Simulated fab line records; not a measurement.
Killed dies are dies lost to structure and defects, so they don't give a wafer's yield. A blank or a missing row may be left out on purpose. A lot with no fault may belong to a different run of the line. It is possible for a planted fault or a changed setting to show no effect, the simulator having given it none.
Comparing a struck lot with a sound one + flow nand_harc + 17 steps out of a route of 1302
Sound: the wafers L623.2, L623.5, L623.6. Struck: wafers L633.2, L633.3 (left out: L633.5, a lot-mate that was not struck); the cause follows at the end.
At each step with rows: each side's tool, then ch and its chambers, then its first start. Under that, the readings that differ: sound wafers + struck wafers + difference of the means + sigmas: that difference in standard deviations of wafers without a fault.
alike: same words and numbers on both sides, and readings whose means sit less than 2 such deviations apart. not compared: any withheld reading, any reading some wafer has no value for, any bound like >300 that may hide the same value, and any number with overlapping values for which the record gives no deviation.
A row with sigmas, a row that says differs or no value, or rows on one side alone: a step with any of these is where the two part. When numbers do not overlap yet have no deviation, they are printed without sigmas and do not part them. A reading that every wafer of one side lacks parts them only if that side has two wafers or more.

NHARC_A_M0_OVL_MEAS_10: pitch 160 nm.
  sound on overlay-01, day 24 00:08; struck on overlay-01, day 28 09:30
| reading           | sound       | struck    | difference | sigmas |
|-------------------|-------------|-----------|------------|--------|
| overlay_y_nm (nm) | 1.5 1.2 1.4 | -1.8 -2.3 | -3.4       | -3     |
  alike: overlay_x_nm
NHARC_A_M0_INSPECT_11:
  sound on defect_inspect-01, day 24 00:10; struck on defect_inspect-01, day 28 09:32
  alike: raw_defect_count
NHARC_A_M0_DESCUM_14: chemistry O2, time 3 s.
  sound on rie_diel-10 ch 0,1,2, day 24 00:15; struck on rie_diel-10 ch 0,3, day 28 09:36
| reading               | sound             | struck      | difference | sigmas |
|-----------------------|-------------------|-------------|------------|--------|
| oes_product_au (a.u.) | 0.999 1.012 1.024 | 0.993 0.981 | -0.025     | -2     |
  alike: drypump_motor_current_A, rf_vpp_V, showerhead_plenum_p_Torr, throttle_valve_pct
  not compared: rf_hours_counter_h
then, 1 step without rows for these wafers: NHARC_A_M0_ETCH_34 (etches the open film in N2/H2, target depth 40 nm, overetch 12 nm, time 43.94 s).
NHARC_A_M0_ETCH_15: etches the open film in C4F8/Ar, target depth 150 nm, overetch 15 nm, time 82.5 s.
  sound: rie_diel-10 ch 0,2,3; struck: rie_diel-10 ch 1,2
  alike: oes_product_au, rf_vpp_V
  not compared: rf_hours_counter_h
NHARC_A_M0_CD_MEAS_16:
  sound on cd_sem-02, day 24 00:32; struck on cd_sem-03, day 28 09:54
  alike: cd_nm
then, 2 steps without rows for these wafers: NHARC_A_M0_STRIP_18 (strips in N2/H2); NHARC_A_M0_STRIP_19 (strips in post etch residue remover, time 600 s).
NHARC_A_M0_DEGAS_28: time 60 s.
  sound on pvd_sputter-03, day 24 01:09; struck on pvd_sputter-03, day 28 10:34
  alike: heater_power_w
NHARC_A_M0_PRE_CLEAN_29: time 30 s.
  sound on pvd_sputter-03; struck on pvd_sputter-03
  alike: heater_power_w
then, 1 step without rows for these wafers: NHARC_A_M0_PVD_20 (deposits TaN, target thk 5 nm, time 8.06 s).
NHARC_A_M0_PVD_21: deposits Cu, target thk 30 nm, time 20.49 s.
  sound on pvd_sputter-03; struck on pvd_sputter-03
  alike: cathode_dc_power_W, throttle_valve_pct
NHARC_A_M0_ECD_22: material Cu, target thk 400 nm.
  sound on ecd_cu-02 ch 0,1, day 24 01:31; struck on ecd_cu-02 ch 0,1, day 28 10:56
then, 1 step without rows for these wafers: NHARC_A_M0_ANNEAL_30 (time 90 s).
NHARC_A_M0_CMP_23: polishes, t overpolish 20 s, target thk 113.75 nm.
  sound on cmp-04 ch 1,2, day 24 02:14; struck on cmp-04 ch 1,3, day 28 11:41
| reading                | sound          | struck    | difference | sigmas |
|------------------------|----------------|-----------|------------|--------|
| time_to_endpoint_s (s) | 25.0 22.7 26.5 | 42.5 48.1 | +20.6      | +7     |
  alike: motor_current_A
  not compared: pad_life_wafers
NHARC_A_M0_THK_MEAS_24: measures by xrf.
  sound on film_metro-01, day 24 02:34; struck on film_metro-02, day 28 11:58
| reading     | sound             | struck      | difference | sigmas |
|-------------|-------------------|-------------|------------|--------|
| thk_nm (nm) | 112.9 110.6 112.9 | 115.6 115.7 | +3.5       | +2     |
NHARC_END_SORT_01:
  sound on prober-01 ch 0, day 25 21:49; struck on prober-02 ch 0, day 30 05:21
  alike: defect_limited_yield, killed_at_array, killed_at_other, killed_at_periphery, killed_dies, killed_open, killed_short

WHERE THEY PART
First at NHARC_A_M0_OVL_MEAS_10; last, within this record, at NHARC_A_M0_THK_MEAS_24. Later steps at which nothing parts them and some readings are alike: NHARC_END_SORT_01.

WHY: whatever the simulator had introduced
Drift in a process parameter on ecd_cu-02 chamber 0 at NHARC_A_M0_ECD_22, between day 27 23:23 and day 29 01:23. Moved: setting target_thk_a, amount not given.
